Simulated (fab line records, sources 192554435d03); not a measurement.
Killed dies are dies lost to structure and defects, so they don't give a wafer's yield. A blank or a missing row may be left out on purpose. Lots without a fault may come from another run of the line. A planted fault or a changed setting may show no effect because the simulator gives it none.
Chamber matching | flow n5_finfet | N5_BEOL_M0_STRIP_142 on rie_diel-04: 4 sister chambers
The step strips in N2/H2, time 10 s. 4 wafers are shown with their chamber, then 11 later ones without.

WAFERS WITH THEIR CHAMBER
wafer  | chamber | showerhead_plenum_p_Torr (Torr)
L084.2 | 1       | 2.47
L086.2 | 2       | 2.61
L086.4 | 3       | 2.51
L088.2 | 0       | 2.59

WAFERS WITHOUT THEIR CHAMBER
wafer  | showerhead_plenum_p_Torr (Torr)
L088.4 | 2.61
L088.6 | 2.51
L090.4 | 2.61
L090.5 | 2.61
L090.6 | 2.46
L092.1 | 2.50
L092.2 | 2.46
L092.4 | 2.59
L096.1 | 2.61
L096.2 | 2.59
L096.3 | 2.50

WHICH CHAMBER EACH WENT THROUGH
wafer  | from the rows above | in truth
L088.4 | 2                   | 2
L088.6 | 3                   | 3
L090.4 | 2                   | 2
L090.5 | 2                   | 2
L090.6 | 1                   | 1
L092.1 | 3                   | 3
L092.2 | 1                   | 1
L092.4 | 0                   | 0
L096.1 | 2                   | 2
L096.2 | 0                   | 0
L096.3 | 3                   | 3
Placed correctly: 11 of 11. Can't be placed from these rows: 0. Placed wrongly: 0.
How it was worked out, from the rows above alone: a wafer's distance from a chamber is the root of the sum, over the readings, of the square of ((its reading less the chamber's mean) divided by the reading's scatter). The wafer belongs to the nearest chamber; if the next one is less than 2 further off, it can't be placed. A chamber's mean is the mean of its shown wafers. The scatter: with one shown wafer a chamber, the root of the mean of the squares of how far each hidden wafer lies from its nearest shown one.
